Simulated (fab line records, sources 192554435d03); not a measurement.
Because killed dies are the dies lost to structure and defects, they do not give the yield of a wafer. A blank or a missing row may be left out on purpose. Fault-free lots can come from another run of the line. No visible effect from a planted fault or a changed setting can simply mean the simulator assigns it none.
fab line records	flow n5Finfet
[record] lots = 9	wafers = 27	lastDay = 17
route steps=1938 shown WELL_APT@25 PMOS_HMC_CHANNEL_EPI@66 BEOL_M4@1111 PASSIVATION@1936
lots with no fault: from the same line, run without faults
startH: hours from the record's opening day to when the first of the lot's shown wafers began	waitH: time in hours since the lot's previous step	" unchanged from the row above	L1.1+2: several wafers, shown together as one row	- no value present, or no start provided	* or withheld: withheld	< > ~ a bound
route shown NAME@n: NAME is a module with steps in the file, n the number in the route of the first one	usual: average and standard deviation across the fault-free wafers	same: alike in all rows	chamber/n: place in a boat	sites: per-site readings	_std_site: their standard deviation	_edge_site: mean of outer sites minus mean of inner sites	radiusMm: how far each site lies from the wafer's centre	mask NAME#n: copy n	behind: tool/chamber where the wafer was last shaped	hold: the reason the lot was held/the length of the hold in hours/how it ended	device: the n, p or np transistor that did not switch	end of line: tests of these same wafers at the route's end	for a step that has no rows: nothing shown but its recipe	killed: dies that structure and defects cost at the first sort, which is not the same as the wafer's yield	map: the dies of a wafer, with x for killed, . for not killed, _ for no die there
set.NAME: the setting that was run; set.NAME@STEP: the one run at that earlier step	model.NAME: the simulator's own value behind a step, which no gauge read
one table for each step of the route and one row for each wafer, over a sample of lots
services: the hour from which a tool's chamber was out of use, counted from the record's first day as startH (under 0 if before that day), plus the number of hours and why
[[steps]]
[step N5_WELL_APT_PEB_06]
[recipe] pebTempC = 130	pebTimeS = 90
[usual] heaterPowerTotalW = 172.4/0.83	plateTempC = 129.99/0.16	resistLineTempC = 22.98/0.1
lot.wafer	tool	chamber	startH	waitH	heaterPowerTotalW	plateTempC	resistLineTempC
L521.1	lithoTrack-01	0	13.69	0.1	172.3	129.98	22.94
L521.3	"	0	"	"	173.0	129.99	23.04
L521.5	"	0	"	"	171.3	129.98	23.16
L527.1	lithoTrack-05	0	49.59	0.1	172.2	130.18	22.95
L527.2	"	0	"	"	172.9	129.77	22.92
L527.4	"	0	"	"	172.8	130.10	22.80
L528.1	lithoTrack-04	0	55.98	0.1	172.4	130.01	22.91
L528.3	"	0	"	"	171.5	129.87	22.93
L528.4	"	0	"	"	170.8	130.00	22.95
L530.3	lithoTrack-04	0	67.75	0.0	173.4	130.32	22.96
L530.4	"	0	"	"	172.3	130.33	23.10
L530.5	"	0	"	"	172.4	130.24	23.16
L531.2	lithoTrack-01	0	73.57	0.0	171.1	129.97	22.95
L531.3	"	0	"	"	172.2	130.06	23.02
L531.6	"	0	"	"	173.5	129.79	22.94
L532.2	lithoTrack-04	0	79.61	0.0	174.0	129.96	22.98
L532.5	"	0	"	"	173.6	129.76	23.15
L532.6	"	0	"	"	172.6	129.95	22.91
L539.3	lithoTrack-01	0	121.44	0.0	168.0	127.40	22.97
L539.4	"	0	"	"	168.2	127.34	22.95
L539.5	"	0	"	"	166.9	127.32	23.01
L540.4	lithoTrack-01	0	128.25	0.0	168.2	127.20	22.95
L540.5	"	0	"	"	168.0	127.13	23.01
L540.6	"	0	"	"	168.1	127.21	22.84
L544.2	lithoTrack-04	0	151.44	0.0	173.1	130.17	22.93
L544.4	"	0	"	"	172.5	129.97	23.02
L544.6	"	0	"	"	172.1	130.09	22.88
[step N5_WELL_APT_CD_MEAS_08]
[recipe] targetCdNm = 200	landingEnergyEv = 500	detector = seInlens
[usual] cdNm = 199.0/2.4
lot.wafer	tool	chamber	startH	waitH	cdNm
L521.1	cdSem-01	0	13.81	-	194.6
L521.3	"	0	"	"	195.2
L521.5	"	0	"	"	194.8
L527.1	cdSem-03	0	49.71	-	202.1
L527.2	"	0	"	"	202.2
L527.4	"	0	"	"	200.8
L528.1	cdSem-02	0	56.10	-	203.9
L528.3	"	0	"	"	201.6
L528.4	"	0	"	"	203.4
L530.3	cdSem-03	0	67.87	-	199.5
L530.4	"	0	"	"	200.3
L530.5	"	0	"	"	202.3
L531.2	cdSem-01	0	73.69	-	194.4
L531.3	"	0	"	"	196.8
L531.6	"	0	"	"	196.5
L532.2	cdSem-03	0	79.72	-	204.5
L532.5	"	0	"	"	201.8
L532.6	"	0	"	"	203.1
L539.3	cdSem-02	0	121.56	-	181.7
L539.4	"	0	"	"	182.5
L539.5	"	0	"	"	181.9
L540.4	cdSem-01	0	128.37	-	181.9
L540.5	"	0	"	"	182.5
L540.6	"	0	"	"	183.0
L544.2	cdSem-01	0	151.56	-	202.2
L544.4	"	0	"	"	199.1
L544.6	"	0	"	"	200.8
[step N5_WELL_APT_OVL_MEAS_26]
[recipe] pointsPerWafer = 44
[usual] PWELL_OVL = 1/4.7
[same] pointsPerWafer = 44
lot.wafer	tool	chamber	startH	waitH	PWELL_OVL[nm]
L521.1	overlay-02	0	15.17	0.0	-4
L521.3	"	0	"	"	8
L521.5	"	0	"	"	3
L527.1	overlay-02	0	52.65	0.0	0
L527.2	"	0	"	"	-8
L527.4	"	0	"	"	2
L528.1	overlay-01	0	57.87	0.0	12
L528.3	"	0	"	"	4
L528.4	"	0	"	"	1
L530.3	overlay-01	0	71.15	0.0	-3
L530.4	"	0	"	"	4
L530.5	"	0	"	"	7
L531.2	overlay-01	0	74.98	0.0	1
L531.3	"	0	"	"	5
L531.6	"	0	"	"	5
L532.2	overlay-01	0	80.88	0.0	-2
L532.5	"	0	"	"	-14
L532.6	"	0	"	"	-7
L539.3	overlay-01	0	122.80	0.0	6
L539.4	"	0	"	"	12
L539.5	"	0	"	"	9
L540.4	overlay-02	0	129.52	0.0	1
L540.5	"	0	"	"	5
L540.6	"	0	"	"	-2
L544.2	overlay-01	0	152.73	0.0	-5
L544.4	"	0	"	"	1
L544.6	"	0	"	"	-1
[step N5_PMOS_HMC_CHANNEL_EPI_OVL_MEAS_10]
[recipe] pointsPerWafer = 44
[usual] PMOS_HMC_BLK_OVL = -0.4/0.66
[same] pointsPerWafer = 44
lot.wafer	tool	chamber	startH	waitH	PMOS_HMC_BLK_OVL[nm]
L521.1	overlay-02	0	17.47	0.0	-0.4
L521.3	"	0	"	"	-0.5
L521.5	"	0	"	"	0.9
L527.1	overlay-01	0	56.07	0.0	0.3
L527.2	"	0	"	"	-1.0
L527.4	"	0	"	"	-0.5
L528.1	overlay-01	0	60.89	0.0	0.7
L528.3	"	0	"	"	-0.3
L528.4	"	0	"	"	-1.0
L530.3	overlay-02	0	73.86	0.0	-0.2
L530.4	"	0	"	"	-0.4
L530.5	"	0	"	"	0.4
L531.2	overlay-02	0	77.15	0.0	-0.8
L531.3	"	0	"	"	-0.7
L531.6	"	0	"	"	-0.4
L532.2	overlay-02	0	83.48	0.0	1.0
L532.5	"	0	"	"	0.4
L532.6	"	0	"	"	0.4
L539.3	overlay-01	0	124.96	0.0	-1.3
L539.4	"	0	"	"	-0.3
L539.5	"	0	"	"	0.1
L540.4	overlay-02	0	131.94	0.0	-1.1
L540.5	"	0	"	"	-0.6
L540.6	"	0	"	"	-0.9
L544.2	overlay-01	0	155.38	0.0	-0.3
L544.4	"	0	"	"	-0.1
L544.6	"	0	"	"	-1.7
[step N5_PMOS_HMC_CHANNEL_EPI_ETCH_32]
[recipe] chemistry = N2/H2	target = BARC	stopOn = SiO2	targetDepthA = 858	overEtchFrac = 0.3	timeS = 50.3	ionEnergyEv = 200	maskMaterial = CAR-ArF-block	pressureMtorr = 30	sourceW = 840	biasW = 150	n2FlowSccm = 200	h2FlowSccm = 200
[usual] drypumpMotorCurrentA = 5.7/0.41	n2FlowSccm = 200.0/0.58	oesProductAu = 0.66/0.064	rfFwdPowerW = 831/4.2	rfVppV = 524.7/2.3	showerheadPlenumPTorr = 2.57/0.084	throttleValvePct = 17.90/0.29
lot.wafer	tool	chamber	startH	waitH	drypumpMotorCurrentA	n2FlowSccm	oesProductAu	rfFwdPowerW	rfHoursCounterH	rfVppV	showerheadPlenumPTorr	throttleValvePct
L521.1	rieDiel-06	3	17.56	0.0	5.3	198.7	0.60	830	219	519.9	2.41	18.25
L521.3	"	2	"	"	5.9	200.7	0.64	828	155	522.8	2.54	17.82
L521.5	"	2	"	"	5.9	200.8	0.64	826	-	525.0	2.54	17.84
L527.1	rieDiel-05	3	56.61	0.0	5.7	200.0	0.62	833	194	526.4	2.61	17.87
L527.2	"	1	"	"	5.8	200.0	0.69	834	113	526.8	2.67	17.68
L527.4	"	0	"	"	5.1	199.5	0.61	826	196	526.1	2.64	18.18
L528.1	rieDiel-06	0	60.98	0.0	5.1	200.2	0.64	830	146	520.9	2.43	17.93
L528.3	"	2	"	"	5.9	199.1	0.63	829	171	522.3	2.53	17.86
L528.4	"	1	"	"	6.0	200.8	0.81	836	-	521.4	2.47	17.20
L530.3	rieDiel-02	3	73.95	0.0	5.6	200.0	0.76	835	25	526.2	2.59	17.64
L530.4	"	3	"	"	5.5	200.3	0.77	839	-	527.4	2.59	17.65
L530.5	"	1	"	"	5.4	200.2	0.66	832	-	525.7	2.66	18.17
L531.2	rieDiel-02	0	77.24	0.0	6.5	200.6	0.60	823	231	527.4	2.62	18.13
L531.3	"	3	"	"	5.5	198.9	0.77	839	26	524.7	2.58	17.66
L531.6	"	0	"	"	6.5	200.5	0.60	826	-	526.6	2.62	18.11
L532.2	rieDiel-02	1	83.57	0.0	5.4	199.8	0.66	829	146	527.4	2.66	18.20
L532.5	"	0	"	"	6.5	198.9	0.60	824	-	526.5	2.62	18.14
L532.6	"	3	"	"	5.6	200.4	0.77	839	-	524.8	2.58	17.66
L539.3	rieDiel-05	0	125.05	0.0	5.1	199.9	0.59	831	216	526.9	2.63	18.21
L539.4	"	3	"	"	5.7	200.5	0.62	831	211	525.4	2.60	17.89
L539.5	"	3	"	"	5.7	200.2	0.62	835	-	526.7	2.60	17.90
L540.4	rieDiel-02	2	132.11	0.0	6.2	201.0	0.61	834	-	526.0	2.61	18.04
L540.5	"	1	"	"	5.4	200.3	0.64	828	-	525.3	2.65	18.22
L540.6	"	3	"	"	5.6	199.9	0.73	836	-	524.6	2.58	17.67
L544.2	rieDiel-05	3	155.57	0.0	5.7	199.9	0.60	829	220	524.9	2.60	17.89
L544.4	"	0	"	"	5.1	199.8	0.59	830	226	524.7	2.62	18.22
L544.6	"	2	"	"	5.6	199.9	0.68	827	-	521.6	2.44	17.63
[step N5_BEOL_M4_RC_MEAS_101]
[usual] DIBL_N = 36.4/1.6	DIBL_P = 35.9/2	IOFF_N = 0.152/0.03	IOFF_P = 0.20/0.032	ION_N = 670/12	ION_P = 459/7.3	SS_N = 71.6/0.55	SS_P = 73.2/0.69	VT_N = 251/3.5	VT_P = -252/3.2
lot.wafer	tool	chamber	startH	waitH	DIBL_N[mV/V]	DIBL_P[mV/V]	IOFF_N[nA/um]	IOFF_P[nA/um]	ION_N[uA/um]	ION_P[uA/um]	SS_N[mV/dec]	SS_P[mV/dec]	VT_N[mV]	VT_P[mV]
L521.1	prober-01	0	168.81	0.0	35.4	34.2	0.131	0.21	669	466	70.9	72.6	251	-247
L521.3	"	0	"	"	36.6	36.3	0.148	0.23	671	463	70.6	73.3	251	-247
L521.5	"	0	"	"	37.7	38.0	0.168	0.26	678	474	71.4	73.8	248	-246
L527.1	prober-02	0	205.41	0.0	34.1	35.9	0.137	0.20	666	462	71.4	72.8	252	-251
L527.2	"	0	"	"	36.5	38.9	0.184	0.24	681	467	71.9	73.5	246	-252
L527.4	"	0	"	"	33.6	35.0	0.140	0.18	674	457	71.2	72.2	249	-256
L528.1	prober-01	0	224.37	0.0	34.1	33.3	0.108	0.13	658	448	70.8	72.8	258	-261
L528.3	"	0	"	"	38.1	39.7	0.193	0.22	688	467	71.8	74.8	247	-251
L528.4	"	0	"	"	35.6	35.3	0.132	0.16	674	458	71.5	73.4	253	-253
L530.3	prober-01	0	228.07	0.4	39.0	39.5	0.203	0.21	686	461	72.2	73.6	248	-253
L530.4	"	0	"	"	39.8	41.5	0.230	0.25	691	470	72.4	74.4	246	-251
L530.5	"	0	"	"	35.8	36.2	0.138	0.17	666	453	71.7	73.2	253	-256
L531.2	prober-01	0	232.05	0.2	38.4	38.2	0.192	0.23	686	466	72.0	73.5	248	-249
L531.3	"	0	"	"	35.7	35.4	0.151	0.20	686	472	72.2	73.9	253	-250
L531.6	"	0	"	"	38.5	37.9	0.189	0.23	682	467	72.3	73.2	249	-250
L532.2	prober-02	0	240.24	0.2	36.0	33.9	0.134	0.17	659	455	70.7	73.4	252	-251
L532.5	"	0	"	"	38.8	37.8	0.198	0.24	688	470	71.3	74.6	245	-250
L532.6	"	0	"	"	35.1	34.1	0.120	0.18	667	461	71.5	73.5	254	-252
L540.4	prober-01	0	285.52	0.5	36.0	36.9	0.172	0.20	681	468	72.0	73.3	247	-250
L540.5	"	0	"	"	36.4	37.4	0.175	0.21	680	466	71.5	73.0	249	-248
L540.6	"	0	"	"	37.2	37.1	0.193	0.21	684	462	72.3	73.7	248	-247
L539.3	prober-02	0	286.72	0.3	34.8	35.7	0.120	0.18	656	458	71.3	73.2	255	-254
L539.4	"	0	"	"	37.4	36.9	0.139	0.20	639	444	72.3	73.4	260	-253
L539.5	"	0	"	"	33.3	33.8	0.092	0.16	638	453	70.8	72.5	262	-253
L544.2	prober-01	0	306.85	0.2	35.6	34.2	0.128	0.16	659	445	71.3	73.0	255	-257
L544.4	"	0	"	"	35.7	34.9	0.124	0.16	668	458	71.0	73.4	254	-258
L544.6	"	0	"	"	34.8	32.8	0.117	0.14	654	447	71.2	72.5	256	-261
[step N5_PASSIVATION_PROBE_49]
[usual] defectLimitedYield = 91.7/1.2	killed_at_M0_to_M3 = 33/9.5	killed_at_M4_up = 13/4.9	killedAtContacts = 13/6.6	killedAtFrontEnd = 36/11	killedAtOther = 3.0/2.6	killedDies = 97/14	killedOpen = 65/11	killedShort = 31/6.6	sort_bin_5_function = 4.8/0.82	sort_bin_6_memory = 3.1/0.58	sort_bin_8_speed = 0.00/0.02	sortNPass = 1083/14	sortYieldPct = 91.7/1.2
[same] grossDies = 1180	killedAtBackSide = 0	sort_bin_4_leakage[%] = 0
lot.wafer	tool	chamber	startH	waitH	defectLimitedYield[%]	killed_at_M0_to_M3	killed_at_M4_up	killedAtContacts	killedAtFrontEnd	killedAtOther	killedDies	killedOpen	killedShort	sort_bin_5_function[%]	sort_bin_6_memory[%]	sort_bin_8_speed[%]	sortNPass	sortYieldPct[%]
L521.1	prober-01	-	277.79	0.0	91.2	43	8	16	32	5	104	70	34	5.8	2.8	0	1076	91.2
L521.3	prober-01	-	277.89	0.1	93.2	30	15	8	25	2	80	63	14	4.1	2.7	0	1100	93.2
L521.5	prober-01	-	277.99	0.2	92.5	40	11	11	25	1	88	56	29	4.4	2.9	0	1092	92.5
L527.1	prober-01	-	301.21	0.0	90.3	43	15	14	40	3	115	75	39	5.6	3.9	0	1065	90.3
L527.2	prober-01	-	301.26	0.1	91.4	35	17	18	30	2	102	67	33	5.0	3.5	0	1078	91.4
L527.4	prober-01	-	301.36	0.2	92.1	41	17	12	19	4	93	62	30	4.7	3.1	0	1087	92.1
L528.1	prober-01	-	329.16	0.0	91.9	30	17	9	38	1	95	68	24	4.1	3.6	0	1085	91.9
L528.3	prober-01	-	329.26	0.1	91.9	33	11	19	27	5	95	65	29	4.4	3.4	0	1085	91.9
L528.4	prober-01	-	329.31	0.2	92.1	39	7	10	33	4	93	65	28	4.7	2.8	0	1087	92.1
L530.3	prober-02	-	337.16	0.1	89.1	40	22	27	36	4	129	88	40	6.0	4.6	0	1051	89.1
L530.4	prober-02	-	337.21	0.2	92.6	25	23	28	11	0	87	61	26	3.5	3.5	0	1093	92.6
L530.5	prober-02	-	337.26	0.2	92.5	14	24	24	24	3	89	65	24	4.9	2.4	0	1091	92.5
L531.2	prober-01	-	346.20	0.1	92.2	43	9	5	35	0	92	63	28	4.7	3.0	0	1088	92.2
L531.3	prober-01	-	346.25	0.1	92.3	28	8	13	40	2	91	55	33	4.5	2.7	0.08	1089	92.3
L531.6	prober-01	-	346.40	0.3	92.0	33	11	13	34	3	94	68	23	5.2	2.6	0	1086	92.0
L532.2	prober-01	-	351.81	0.1	92.8	33	8	7	33	4	85	48	31	4.0	2.6	0	1095	92.8
L532.5	prober-01	-	351.96	0.2	89.8	34	15	12	55	4	120	77	40	5.5	4.2	0	1060	89.8
L532.6	prober-01	-	352.01	0.3	94.1	27	8	8	18	9	70	47	21	3.2	2.5	0	1110	94.1
L539.3	prober-01	-	392.08	0.1	89.8	40	12	17	45	6	120	77	39	5.8	4.0	0	1060	89.8
L539.4	prober-01	-	392.13	0.2	92.0	18	25	8	38	5	94	56	35	4.6	2.9	0.08	1085	91.9
L539.5	prober-01	-	392.18	0.2	90.3	35	11	10	57	2	115	78	37	6.9	2.8	0	1065	90.3
L540.4	prober-01	-	404.79	0.2	91.0	41	9	19	37	0	106	75	30	5.4	3.3	0	1074	91.0
L540.5	prober-01	-	404.84	0.2	92.8	28	14	23	19	1	85	64	20	4.2	2.7	0	1095	92.8
L540.6	prober-01	-	404.89	0.3	92.2	39	11	10	31	1	92	61	30	4.9	2.6	0	1088	92.2
L544.2	prober-02	-	414.38	0.1	90.1	39	8	17	51	2	117	84	33	5.5	4.1	0	1063	90.1
L544.4	prober-02	-	414.48	0.2	91.8	40	7	8	36	6	97	66	30	5.2	2.8	0	1083	91.8
L544.6	prober-02	-	414.58	0.3	91.2	29	10	19	44	2	104	74	30	4.7	3.9	0	1076	91.2
// killed by level:class
L521.1 BEOL_M2:geometricParticle:open=15 MOL_CONTACT_COAG:geometricParticle:open=14 BEOL_M0_SAQP:geometricParticle:open=9 BEOL_M1:geometricParticle:open=6 FIN_SAQP:geometricParticle:short=5 BEOL_M2:geometricParticle:short=5 DUMMY_GATE:geometricParticle:open=4 GATE_CUT:geometricParticle:short=4
L521.3 BEOL_M2:geometricParticle:open=18 BEOL_M4:geometricParticle:open=11 MOL_CONTACT_COAG:geometricParticle:open=7 DUMMY_GATE:geometricParticle:open=5 STARTING-WAFER:geometricParticle:open=4 FIN_SAQP:geometricParticle:open=3 ILD0:geometricParticle:open=3 BEOL_M0_SAQP:geometricParticle:open=3
L521.5 BEOL_M2:geometricParticle:open=12 MOL_CONTACT_COAG:geometricParticle:open=8 BEOL_M0_SAQP:geometricParticle:open=7 BEOL_M3:geometricParticle:open=6 STARTING-WAFER:geometricParticle:short=5 GATE_CUT:geometricParticle:short=4 BEOL_M0_SAQP:geometricParticle:short=4 BEOL_M1:geometricParticle:open=4
L527.1 BEOL_M1:geometricParticle:open=10 MOL_CONTACT_COAG:geometricParticle:open=9 BEOL_M2:geometricParticle:open=8 STI_FIN_REVEAL:geometricParticle:open=7 DUMMY_GATE:geometricParticle:open=7 BEOL_M0_SAQP:geometricParticle:short=7 FIN_SAQP:geometricParticle:open=6 BEOL_M0_SAQP:geometricParticle:open=6
L527.2 MOL_CONTACT_COAG:geometricParticle:open=12 BEOL_M1:geometricParticle:open=12 STI_FIN_REVEAL:geometricParticle:open=9 MOL_CONTACT_COAG:geometricParticle:short=6 BEOL_M1:geometricParticle:short=6 BEOL_M5:geometricParticle:open=6 BEOL_M3:geometricParticle:open=5 FIN_SAQP:geometricParticle:open=4
L527.4 BEOL_M2:geometricParticle:open=11 MOL_CONTACT_COAG:geometricParticle:open=10 BEOL_M3:geometricParticle:open=8 BEOL_M5:geometricParticle:open=8 BEOL_M1:geometricParticle:open=6 BEOL_M1:geometricParticle:short=5 DUMMY_GATE:geometricParticle:open=4 BEOL_M0_SAQP:geometricParticle:short=4
L528.1 FIN_SAQP:geometricParticle:open=12 BEOL_M2:geometricParticle:open=11 BEOL_M4:geometricParticle:open=7 STI_FIN_REVEAL:geometricParticle:open=7 MOL_CONTACT_COAG:geometricParticle:open=7 FIN_SAQP:geometricParticle:short=5 BEOL_M0_SAQP:geometricParticle:open=4 BEOL_M0_SAQP:geometricParticle:short=4
L528.3 MOL_CONTACT_COAG:geometricParticle:open=15 BEOL_M2:geometricParticle:open=7 BEOL_M0_SAQP:geometricParticle:open=6 BEOL_M0_SAQP:geometricParticle:short=6 BEOL_M8:geometricParticle:open=6 FIN_SAQP:geometricParticle:short=5 STI_FIN_REVEAL:geometricParticle:open=5 BEOL_M0:geometricParticle:open=5
L528.4 FIN_SAQP:geometricParticle:open=10 BEOL_M3:geometricParticle:open=10 MOL_CONTACT_COAG:geometricParticle:open=8 BEOL_M2:geometricParticle:open=8 BEOL_M0_SAQP:geometricParticle:short=7 BEOL_M0_SAQP:geometricParticle:open=6 BEOL_M0:geometricParticle:open=5 FIN_SAQP:geometricParticle:short=4
L530.3 MOL_CONTACT_COAG:geometricParticle:open=20 BEOL_M0_SAQP:geometricParticle:open=13 BEOL_M4:geometricParticle:open=9 GATE_CUT:geometricParticle:short=8 MOL_CONTACT_COAG:geometricParticle:short=7 BEOL_M0_SAQP:geometricParticle:short=7 BEOL_M2:geometricParticle:open=7 STARTING-WAFER:geometricParticle:short=7
L530.4 MOL_CONTACT_COAG:geometricParticle:open=18 MOL_CONTACT_COAG:geometricParticle:short=10 BEOL_M4:geometricParticle:open=9 BEOL_M3:geometricParticle:open=7 BEOL_M0_SAQP:geometricParticle:open=6 BEOL_M5:geometricParticle:open=5 FIN_SAQP:geometricParticle:short=4 BEOL_M0_SAQP:geometricParticle:short=4
L530.5 MOL_CONTACT_COAG:geometricParticle:open=16 BEOL_M4:geometricParticle:open=12 MOL_CONTACT_COAG:geometricParticle:short=8 BEOL_M5:geometricParticle:open=5 DUMMY_GATE:geometricParticle:open=3 GATE_CUT:geometricParticle:short=3 BEOL_M0_SAQP:geometricParticle:open=3 BEOL_M1:geometricParticle:open=3
L531.2 STI_FIN_REVEAL:geometricParticle:open=12 FIN_SAQP:geometricParticle:open=10 BEOL_M1:geometricParticle:open=9 BEOL_M0_SAQP:geometricParticle:short=8 BEOL_M0_SAQP:geometricParticle:open=6 BEOL_M2:geometricParticle:open=6 BEOL_M1:geometricParticle:short=5 BEOL_M3:geometricParticle:open=5
L531.3 BEOL_M1:geometricParticle:open=10 FIN_SAQP:geometricParticle:open=8 STI_FIN_REVEAL:geometricParticle:open=7 MOL_CONTACT_COAG:geometricParticle:open=7 BEOL_M3:geometricParticle:open=7 MOL_CONTACT_COAG:geometricParticle:short=5 FIN_SAQP:geometricParticle:short=4 DUMMY_GATE:geometricParticle:open=4
L531.6 MOL_CONTACT_COAG:geometricParticle:open=13 FIN_SAQP:geometricParticle:open=9 BEOL_M4:geometricParticle:open=6 BEOL_M1:geometricParticle:open=6 BEOL_M3:geometricParticle:open=6 FIN_SAQP:geometricParticle:short=5 STI_FIN_REVEAL:geometricParticle:open=5 DUMMY_GATE:geometricParticle:open=4
L532.2 BEOL_M0_SAQP:geometricParticle:open=8 FIN_SAQP:geometricParticle:short=7 MOL_CONTACT_COAG:geometricParticle:open=6 BEOL_M0_SAQP:geometricParticle:short=6 BEOL_M3:geometricParticle:open=5 STI_FIN_REVEAL:geometricParticle:open=4 STARTING-WAFER:geometricParticle:open=4 FIN_SAQP:geometricParticle:open=3
L532.5 FIN_SAQP:geometricParticle:open=15 FIN_SAQP:geometricParticle:short=13 MOL_CONTACT_COAG:geometricParticle:open=9 BEOL_M0_SAQP:geometricParticle:open=8 BEOL_M1:geometricParticle:open=7 STI_FIN_REVEAL:geometricParticle:open=7 DUMMY_GATE:geometricParticle:open=5 BEOL_M0:geometricParticle:short=4
L532.6 MOL_CONTACT_COAG:geometricParticle:open=8 BEOL_M0_SAQP:geometricParticle:short=5 BEOL_M0:geometricParticle:open=5 DUMMY_GATE:geometricParticle:open=4 BEOL_M0_SAQP:geometricParticle:open=4 BEOL_M1:geometricParticle:open=4 BEOL_M3:geometricParticle:open=4 MIM_TOP_ETCH:geometricParticle:open=3
L539.3 BEOL_M2:geometricParticle:open=13 MOL_CONTACT_COAG:geometricParticle:open=12 STI_FIN_REVEAL:geometricParticle:open=11 BEOL_M0_SAQP:geometricParticle:short=9 BEOL_M0_SAQP:geometricParticle:open=6 FIN_SAQP:geometricParticle:open=5 GATE_CUT:geometricParticle:short=5 MOL_CONTACT_COAG:geometricParticle:short=5
L539.4 BEOL_M4:geometricParticle:open=10 STI_FIN_REVEAL:geometricParticle:open=9 FIN_SAQP:geometricParticle:short=6 BEOL_M0_SAQP:geometricParticle:short=6 GATE_CUT:geometricParticle:short=5 MOL_CONTACT_COAG:geometricParticle:open=5 BEOL_M0_SAQP:geometricParticle:open=4 BEOL_M8:geometricParticle:open=4
L539.5 STI_FIN_REVEAL:geometricParticle:open=15 BEOL_M0_SAQP:geometricParticle:short=10 MOL_CONTACT_COAG:geometricParticle:open=8 BEOL_M0_SAQP:geometricParticle:open=8 FIN_SAQP:geometricParticle:open=7 FIN_SAQP:geometricParticle:short=6 GATE_CUT:geometricParticle:open=6 BEOL_M2:geometricParticle:open=6
L540.4 BEOL_M3:geometricParticle:open=17 MOL_CONTACT_COAG:geometricParticle:open=15 DUMMY_GATE:geometricParticle:open=9 BEOL_M2:geometricParticle:open=8 BEOL_M0_SAQP:geometricParticle:short=7 FIN_SAQP:geometricParticle:short=6 BEOL_M4:geometricParticle:open=6 STI_FIN_REVEAL:geometricParticle:open=4
L540.5 MOL_CONTACT_COAG:geometricParticle:open=17 BEOL_M3:geometricParticle:open=12 BEOL_M4:geometricParticle:open=8 MOL_CONTACT_COAG:geometricParticle:short=6 BEOL_M0_SAQP:geometricParticle:short=5 BEOL_M2:geometricParticle:open=5 STI_FIN_REVEAL:geometricParticle:open=4 DUMMY_GATE:geometricParticle:open=4
L540.6 BEOL_M3:geometricParticle:open=9 BEOL_M0_SAQP:geometricParticle:short=9 MOL_CONTACT_COAG:geometricParticle:open=8 BEOL_M2:geometricParticle:open=8 FIN_SAQP:geometricParticle:open=6 FIN_SAQP:geometricParticle:short=6 DUMMY_GATE:geometricParticle:open=6 BEOL_M0_SAQP:geometricParticle:open=5
L544.2 STI_FIN_REVEAL:geometricParticle:open=14 MOL_CONTACT_COAG:geometricParticle:open=13 BEOL_M0_SAQP:geometricParticle:short=12 DUMMY_GATE:geometricParticle:open=7 BEOL_M1:geometricParticle:open=7 BEOL_M0_SAQP:geometricParticle:open=7 BEOL_M2:geometricParticle:open=7 BEOL_M4:geometricParticle:open=6
L544.4 BEOL_M1:geometricParticle:open=14 MOL_CONTACT_COAG:geometricParticle:open=8 BEOL_M0_SAQP:geometricParticle:short=7 BEOL_M0_SAQP:geometricParticle:open=7 FIN_SAQP:geometricParticle:short=5 DUMMY_GATE:geometricParticle:open=5 BEOL_M3:geometricParticle:open=5 FIN_SAQP:geometricParticle:open=4
L544.6 MOL_CONTACT_COAG:geometricParticle:open=14 DUMMY_GATE:geometricParticle:open=11 BEOL_M0_SAQP:geometricParticle:open=8 STI_FIN_REVEAL:geometricParticle:open=7 FIN_SAQP:geometricParticle:open=6 MOL_CONTACT_COAG:geometricParticle:short=5 BEOL_M0_SAQP:geometricParticle:short=5 BEOL_M4:geometricParticle:open=5
[[services]]
tool	chamber	startH	hours	kind
rieDiel-06	1	7.00	-	clean
rieDiel-06	1	7.00	-	consumableReplace:focusRing
rieDiel-06	1	7.00	15.2	scheduledDown
rieDiel-06	1	7.00	15.2	ventCycle
rieDiel-06	0	9.40	4.7	repair
lithoTrack-01	-	38.32	-	consumableReplace:filter
rieDiel-06	3	47.88	80.0	repair
lithoTrack-01	-	63.14	-	consumableReplace:filter
rieDiel-05	2	66.22	4.1	repair
rieDiel-05	3	69.08	10.3	repair
rieDiel-02	2	73.77	20.4	repair
rieDiel-06	0	86.29	11.1	repair
rieDiel-02	-	100.63	0.2	repair
rieDiel-06	1	112.38	4.0	repair
rieDiel-02	0	128.44	-	clean
rieDiel-02	0	128.44	-	consumableReplace:focusRing
rieDiel-02	0	128.44	15.9	scheduledDown
rieDiel-02	0	128.44	15.9	ventCycle
lithoTrack-04	-	131.64	-	consumableReplace:filter
rieDiel-02	3	148.52	2.5	repair
[[key]]
[firstSign] step = N5_WELL_APT_PEB_06	reading = plateTempC	direction = down	sigmas = 18	usual = *	struck = *
[effect] step = N5_WELL_APT_PEB_06	reading = heaterPowerTotalW	direction = down	sigmas = 5.4	usual = *	struck = *
[effect] step = N5_WELL_APT_CD_MEAS_08	reading = cdNm	direction = down	sigmas = 7.1	usual = 199.0	struck = 182.3
metAt N5_WELL_APT_PEB_06
struckLots L539,L540
notActingAt N5_WELL_APT_OVL_MEAS_26,N5_PMOS_HMC_CHANNEL_EPI_OVL_MEAS_10,N5_PMOS_HMC_CHANNEL_EPI_ETCH_32
onsetBetween 73.57 121.44
[fault] kind = processParameterDrift	tool = lithoTrack-01	chamber = -	onsetH = 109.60	steps = N5_WELL_APT_PEB_06	channel = pebTempC	offset = *	shape = step	endH = 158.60	actsIn = *	stated = *
